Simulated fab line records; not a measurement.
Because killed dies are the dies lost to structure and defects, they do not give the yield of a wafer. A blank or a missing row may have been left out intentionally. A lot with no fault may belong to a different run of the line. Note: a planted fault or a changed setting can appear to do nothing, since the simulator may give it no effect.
The tool behind it: which one? | flow nand_harc | 6 lots with 18 wafers sampled at 2 steps, on a route of 1302 steps

== WHAT THE GAUGES READ, wafer by wafer ==
NHARC_P_BONDPAD_CD_MEAS_09: the cd target is 500 nm.
lot  | measured     | on        | cd_nm (nm)
L596 | day 7 18:08  | cd_sem-02 | 500.2 497.2 498.0
L597 | day 8 16:53  | cd_sem-03 | 500.3 496.7 500.6
L602 | day 10 16:55 | cd_sem-02 | 504.9 499.1 499.6
L605 | day 11 13:46 | cd_sem-02 | 497.9 497.4 503.6
L607 | day 12 14:49 | cd_sem-02 | 499.8 501.8 498.7
L616 | day 16 08:43 | cd_sem-02 | 499.0 497.0 496.3

== TOOL THAT RAN EACH LOT (tool first, then ch and the chambers of the sampled wafers, then the start) ==
lot  | NHARC_P_M2_CMP_23
L596 | cmp-01 ch 0,2,3, day 7 15:44
L597 | cmp-03 ch 1,2, day 8 14:40
L602 | cmp-01 ch 0,1,2, day 10 14:38
L605 | cmp-02 ch 1,2, day 11 11:20
L607 | cmp-01 ch 1,2,3, day 12 11:55
L616 | cmp-02 ch 1,2,3, day 16 06:29
- NHARC_P_M2_CMP_23: polishes, t overpolish 20 s, target thk 144.3 nm.

== THE ANSWER, worked out from the rows above alone ==
Rule: usual is defined by the lots themselves. The widest of any qualifying gaps counts: lots, ordered by their means at a reading, are off when they make up no more than a third of the lots, leave a main group of 4 or more, and stand apart from it by 3 or more times the standard deviation of that group's means. A main group whose means are all the same, to the digits that the tables above print for the reading, isn't used. Also off: a lot with no number at a reading for which 4 or more lots have one. All remaining lots with rows at the step are treated as sound.
None of the lots is off at any reading shown; this tells nothing.

== WHAT THE SIMULATOR HAD INSERTED ==
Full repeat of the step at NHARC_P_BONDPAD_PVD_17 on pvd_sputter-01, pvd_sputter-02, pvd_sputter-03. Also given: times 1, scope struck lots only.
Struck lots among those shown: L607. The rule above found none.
